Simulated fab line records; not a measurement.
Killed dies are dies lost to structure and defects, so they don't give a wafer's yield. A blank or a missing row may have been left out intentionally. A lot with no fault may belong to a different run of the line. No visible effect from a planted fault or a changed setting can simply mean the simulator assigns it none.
fab line records ; flow nand-harc
record: lots: 12; wafers: 36; last-day: 25
route steps=1159 shown P_M2@336 P_BONDPAD@352
lots with no fault: from the same line, run without faults
start-h: start of the lot's first displayed wafer, in hours after the record's first day ; wait-h: hours elapsed since this lot's preceding step ; " repeats the value in the row above ; L1.1+2: a single row standing in for several wafers ; - no value, or no start was given ; * or withheld: withheld ; < > ~ a bound
route shown NAME@n: names a module that has steps shown in the file, with the first one's number in the route ; usual: mean/standard deviation taken from wafers without a fault ; same: alike in all rows ; chamber/n: place in a boat ; sites: per-site readings ; _std_site: standard deviation across them ; _edge_site: outer sites' mean less inner sites' ; radius-mm: how far each site lies from the wafer's centre ; mask NAME#n: copy n ; behind: the most recent tool/chamber to have shaped the wafer ; hold: cause of the lot's hold/its duration in hours/its outcome ; device: which transistor (n, p or np) failed to switch ; end of line: the same wafers' tests at the end of the route ; where a step has no rows: the recipe by itself ; killed: count of dies lost to structure and defects at first sort (not the wafer's yield) ; map: shows each die of a wafer: x if killed, . if not, _ if none is there
set.NAME: the setting as run; set.NAME@STEP: as run at that earlier step ; model.NAME: the simulator's own value behind a step, which no gauge read
a sample of lots followed through the steps of the route, with each step as a table and each wafer as a row
services: when a tool's chamber went out of use (start-h, in hours from the record's first day, below 0 if earlier), for how many hours, and the reason
== steps ==
step: NHARC_P_M2_ETCH_28
recipe: target-depth-a: 300; over-etch-frac: 0.3; time-s: 72.99; ion-energy-ev: 150; cf4-flow-sccm: 50; n2-flow-sccm: 100; ar-flow-sccm: 150; rf-w: 300; bias-w: 100; chemistry: CF4/N2
usual: cf4-flow-sccm: 50.00/0.16; drypump-motor-current-A: 5.4/0.31; oes-product-au: 1.000/0.011; rf-vpp-V: 313.1/1.6; showerhead-plenum-p-Torr: 2.56/0.079; throttle-valve-pct: 19.795/0.0096
lot.wafer;tool;chamber;start-h;wait-h;cf4-flow-sccm;drypump-motor-current-A;oes-product-au;rf-hours-counter-h;rf-vpp-V;showerhead-plenum-p-Torr;throttle-valve-pct
L221.4;rie-diel-09;3;-;-;50.00;5.1;0.997;1;311.5;2.49;19.773
L221.3;rie-diel-09;0;-;-;50.01;5.6;0.996;1;312.3;2.55;19.792
L221.5;rie-diel-09;0;-;-;49.93;5.6;1.014;-;312.8;2.55;19.787
L226.1;rie-diel-09;3;-;-;49.92;5.1;0.991;2;311.9;2.49;19.807
L226.2;rie-diel-09;0;-;-;50.03;5.6;0.997;2;314.1;2.55;19.781
L226.5;rie-diel-09;2;-;-;49.81;5.6;0.997;-;314.4;2.66;19.814
L225.4;rie-diel-09;2;-;-;50.09;5.6;1.007;2;315.1;2.66;19.812
L225.3;rie-diel-09;3;-;-;50.04;5.1;0.987;2;311.9;2.49;19.792
L225.6;rie-diel-09;1;-;-;49.90;5.3;0.985;-;311.6;2.49;19.808
L227.3;rie-diel-09;0;-;-;50.06;5.6;1.000;3;312.9;2.55;19.803
L227.4;rie-diel-09;2;-;-;50.10;5.6;1.005;2;314.5;2.66;19.787
L227.5;rie-diel-09;0;-;-;49.82;5.6;1.010;-;312.9;2.55;19.799
L228.4;rie-diel-09;2;-;-;49.76;5.6;0.995;3;315.1;2.66;19.796
L228.6;rie-diel-09;1;-;-;50.11;5.3;0.996;-;311.3;2.49;19.793
L228.5;rie-diel-09;2;-;-;50.09;5.5;1.009;-;315.9;2.66;19.793
L229.1;rie-diel-09;3;-;-;50.09;5.1;0.982;3;311.5;2.49;19.789
L229.2;rie-diel-09;1;-;-;50.05;5.2;0.987;3;312.8;2.49;19.796
L229.4;rie-diel-09;0;-;-;50.01;5.6;1.000;-;311.8;2.55;19.798
L232.2;rie-diel-09;1;-;-;49.79;5.3;0.993;4;312.2;2.49;19.791
L232.1;rie-diel-09;3;-;-;50.15;5.0;0.977;4;311.8;2.49;19.803
L232.4;rie-diel-09;0;-;-;50.29;5.6;1.008;4;312.4;2.55;19.805
L238.4;rie-diel-12;2;-;-;49.95;5.2;1.013;3;312.8;2.58;19.793
L238.3;rie-diel-12;0;-;-;50.00;5.5;1.009;3;314.2;2.62;19.806
L238.2;rie-diel-12;1;-;-;49.89;4.7;1.004;3;315.6;2.76;19.798
L240.3;rie-diel-09;3;-;-;49.98;5.1;0.994;6;311.1;2.49;19.779
L240.1;rie-diel-09;0;-;-;49.99;5.6;1.015;6;312.4;2.55;19.789
L240.6;rie-diel-09;0;-;-;50.04;5.6;1.021;-;313.1;2.55;19.786
L242.4;rie-diel-12;0;-;-;50.02;5.5;1.024;5;313.7;2.62;19.788
L242.1;rie-diel-12;1;-;-;49.96;4.7;1.012;8;315.7;2.76;19.797
L242.2;rie-diel-12;2;-;-;49.85;5.2;1.025;8;313.0;2.58;19.793
L244.1;rie-diel-02;0;-;-;49.95;6.0;1.003;33;312.5;2.60;19.794
L244.4;rie-diel-02;3;-;-;49.84;5.4;0.986;34;315.7;2.63;19.801
L244.6;rie-diel-02;0;-;-;50.02;6.0;1.015;-;314.5;2.59;19.795
L243.3;rie-diel-12;0;-;-;49.79;5.5;1.014;7;313.2;2.62;19.799
L243.1;rie-diel-12;2;-;-;50.29;5.2;1.015;10;314.1;2.58;19.802
L243.5;rie-diel-12;0;-;-;49.88;5.5;1.016;-;315.1;2.62;19.801
step: NHARC_P_M2_PRE_CLEAN_32
recipe: time-s: 12; temp-c: 370; rf-power-w: 300; gas: NH3
usual: heater-power-w: 622/71; rf-fwd-power-W: 292.6/0.94
lot.wafer;tool;chamber;start-h;wait-h;heater-power-w;rf-fwd-power-W
L221.3;pecvd-01;1;130.55;0.1;606;293.5
L221.4;pecvd-01;1;130.55;0.1;607;294.3
L221.5;pecvd-01;2;130.55;0.1;575;293.4
L226.2;pecvd-01;1;153.97;0.1;672;291.4
L226.1;pecvd-01;2;153.97;0.1;568;293.4
L226.5;pecvd-01;1;153.97;0.1;686;292.0
L225.3;pecvd-01;2;154.99;0.1;579;291.7
L225.6;pecvd-01;2;154.99;0.1;577;291.1
L225.4;pecvd-01;0;154.99;0.1;600;291.1
L227.3;pecvd-04;0;161.66;0.1;770;291.2
L227.5;pecvd-04;1;161.66;0.1;678;295.4
L227.4;pecvd-04;2;161.66;0.1;721;292.8
L228.6;pecvd-03;2;162.51;0.1;561;291.2
L228.5;pecvd-03;0;162.51;0.1;561;293.5
L228.4;pecvd-03;1;162.51;0.1;605;291.3
L229.1;pecvd-03;1;175.52;0.1;575;294.4
L229.2;pecvd-03;2;175.52;0.1;478;292.8
L229.4;pecvd-03;0;175.52;0.1;560;292.2
L232.1;pecvd-04;1;192.22;0.1;641;293.4
L232.2;pecvd-04;2;192.22;0.1;713;290.2
L232.4;pecvd-04;1;192.22;0.1;626;291.9
L238.2;pecvd-04;0;226.05;0.1;764;291.4
L238.3;pecvd-04;2;226.05;0.1;707;290.8
L238.4;pecvd-04;1;226.05;0.1;660;293.9
L240.1;pecvd-04;2;237.39;0.1;680;293.4
L240.3;pecvd-04;0;237.39;0.1;697;305.2
L240.6;pecvd-04;2;237.39;0.1;689;294.0
L242.2;pecvd-04;2;250.72;0.1;614;292.6
L242.1;pecvd-04;0;250.72;0.1;744;305.9
L242.4;pecvd-04;0;250.72;0.1;710;304.7
L244.1;pecvd-01;2;259.99;0.1;605;293.9
L244.6;pecvd-01;2;259.99;0.1;607;292.3
L244.4;pecvd-01;0;259.99;0.1;693;291.9
L243.1;pecvd-03;2;264.88;0.1;505;293.4
L243.3;pecvd-03;0;264.88;0.1;576;291.7
L243.5;pecvd-03;0;264.88;0.1;572;293.0
step: NHARC_P_M2_DEP_33
recipe: target-thk-a: 300; temp-c: 370; target-thk-nm: 30; pressure-torr: 3; flow-sccm: 200; rf-w: 450; material: SiCN
usual: heater-power-w: 561/69; showerhead-vpp-V: 1282/67
lot.wafer;tool;chamber;start-h;wait-h;heater-power-w;showerhead-vpp-V
L221.3;pecvd-01;1;130.66;0.1;523;1245
L221.4;pecvd-01;1;130.66;0.1;524;1263
L221.5;pecvd-01;2;130.66;0.1;536;1187
L226.2;pecvd-01;1;154.05;0.1;597;1239
L226.1;pecvd-01;2;154.05;0.1;505;1166
L226.5;pecvd-01;1;154.05;0.1;594;1250
L225.3;pecvd-01;2;155.10;0.1;531;1184
L225.6;pecvd-01;2;155.10;0.1;527;1206
L225.4;pecvd-01;0;155.10;0.1;596;1275
L227.3;pecvd-04;0;161.74;0.1;663;1290
L227.5;pecvd-04;1;161.74;0.1;523;1307
L227.4;pecvd-04;2;161.74;0.1;578;1399
L228.6;pecvd-03;2;162.68;0.2;471;1376
L228.5;pecvd-03;0;162.68;0.2;482;1316
L228.4;pecvd-03;1;162.68;0.2;572;1190
L229.1;pecvd-03;1;175.63;0.1;566;1185
L229.2;pecvd-03;2;175.63;0.1;507;1370
L229.4;pecvd-03;0;175.63;0.1;507;1317
L232.1;pecvd-04;1;192.30;0.1;623;1311
L232.2;pecvd-04;2;192.30;0.1;586;1373
L232.4;pecvd-04;1;192.30;0.1;603;1299
L238.2;pecvd-04;0;226.13;0.1;685;1311
L238.3;pecvd-04;2;226.13;0.1;665;1415
L238.4;pecvd-04;1;226.13;0.1;578;1289
L240.1;pecvd-04;2;237.50;0.1;564;1378
L240.3;pecvd-04;0;237.50;0.1;703;1278
L240.6;pecvd-04;2;237.50;0.1;568;1374
L242.2;pecvd-04;2;250.83;0.1;639;1363
L242.1;pecvd-04;0;250.83;0.1;699;1305
L242.4;pecvd-04;0;250.83;0.1;675;1303
L244.1;pecvd-01;2;260.07;0.1;533;1206
L244.6;pecvd-01;2;260.07;0.1;530;1156
L244.4;pecvd-01;0;260.07;0.1;628;1284
L243.1;pecvd-03;2;264.99;0.1;487;1367
L243.3;pecvd-03;0;264.99;0.1;428;1309
L243.5;pecvd-03;0;264.99;0.1;430;1323
step: NHARC_P_BONDPAD_CMP_32
recipe: target-thk-nm: 200; material: SiCN
usual: motor-current-A: 12.2/1.3; slurry-filter-dp-kPa: 13.50/0.14
lot.wafer;tool;chamber;start-h;wait-h;motor-current-A;slurry-filter-dp-kPa
L221.4;cmp-03;3;131.46;-;11.0;13.50
L221.3;cmp-03;1;131.46;-;14.5;13.26
L221.5;cmp-03;2;131.46;-;13.0;13.62
L226.2;cmp-02;0;154.90;-;9.8;13.60
L226.1;cmp-02;2;154.90;-;13.7;13.44
L226.5;cmp-02;0;154.90;-;10.8;13.46
L225.3;cmp-03;3;155.89;-;10.9;13.57
L225.4;cmp-03;1;155.89;-;14.2;13.34
L225.6;cmp-03;3;155.89;-;10.1;13.34
L227.3;cmp-03;2;162.59;-;13.2;13.41
L227.4;cmp-03;3;162.59;-;10.9;13.57
L227.5;cmp-03;2;162.59;-;13.4;13.48
L228.4;cmp-01;2;163.42;-;10.6;13.54
L228.6;cmp-01;0;163.42;-;13.9;13.51
L228.5;cmp-01;1;163.42;-;12.1;13.34
L229.1;cmp-02;2;176.43;-;14.1;13.62
L229.2;cmp-02;3;176.43;-;11.0;13.59
L229.4;cmp-02;1;176.43;-;12.5;13.29
L232.4;cmp-01;3;193.19;-;11.9;13.55
L232.2;cmp-01;0;193.19;-;14.1;13.53
L232.1;cmp-01;1;193.19;-;11.8;13.41
L238.3;cmp-03;0;226.97;-;12.9;13.12
L238.2;cmp-03;1;226.97;-;14.8;13.46
L238.4;cmp-03;2;226.97;-;13.5;13.59
L240.3;cmp-02;1;238.31;-;12.6;13.22
L240.1;cmp-02;2;238.31;-;14.0;13.31
L240.6;cmp-02;3;238.31;-;11.5;13.64
L242.1;cmp-03;1;251.59;-;14.1;13.41
L242.2;cmp-03;2;251.59;-;13.1;13.51
L242.4;cmp-03;0;251.59;-;12.4;13.61
L244.4;cmp-03;0;260.93;-;13.5;13.45
L244.1;cmp-03;1;260.93;-;13.8;13.39
L244.6;cmp-03;2;260.93;-;13.4;13.58
L243.1;cmp-02;1;265.77;-;11.9;13.71
L243.3;cmp-02;0;265.77;-;10.4;13.47
L243.5;cmp-02;1;265.77;-;12.4;13.65
== services ==
tool;chamber;start-h;hours;kind
pecvd-03;-;111.13;13.0;pm
cmp-01;-;114.81;0.5;repair
rie-diel-09;-;127.60;0.3;repair
cmp-02;-;128.56;4.0;pm
cmp-01;-;153.89;2.1;repair
cmp-03;-;156.02;4.0;pm
pecvd-03;-;156.91;0.2;repair
rie-diel-09;2;161.96;8.5;repair
rie-diel-09;2;170.48;10.0;repair
rie-diel-12;-;187.46;0.5;repair
pecvd-04;-;195.33;13.0;pm
rie-diel-12;1;196.11;8.9;repair
pecvd-01;0;197.05;7.9;repair
cmp-02;-;198.66;11.7;repair
rie-diel-12;-;202.40;9.0;pm
rie-diel-09;1;216.04;13.2;repair
cmp-03;-;219.37;0.3;repair
cmp-02;-;226.56;4.0;pm
rie-diel-12;0;235.01;13.2;repair
pecvd-01;-;237.19;13.0;pm
rie-diel-09;1;240.65;5.4;repair
cmp-03;-;248.95;1.2;repair
cmp-03;-;254.02;4.0;pm
rie-diel-09;-;254.10;9.0;pm
== key ==
first-sign: step: NHARC_P_M2_PRE_CLEAN_32; reading: rf-fwd-power-W; direction: up; sigmas: 14; usual: *; struck: *
effect none on later readings
met-at NHARC_P_M2_PRE_CLEAN_32
struck-lots L240,L242
struck-wafers L240.3,L242.1,L242.4
not-acting-at NHARC_P_M2_ETCH_28,NHARC_P_M2_DEP_33,NHARC_P_BONDPAD_CMP_32
onset-between 226.05 237.39
fault: kind: process-parameter-drift; tool: pecvd-04; chamber: 0; onset-h: 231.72; steps: NHARC_P_M2_PRE_CLEAN_32; channel: rf-power-w; offset: *; shape: step; end-h: 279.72; acts-in: *; stated: *
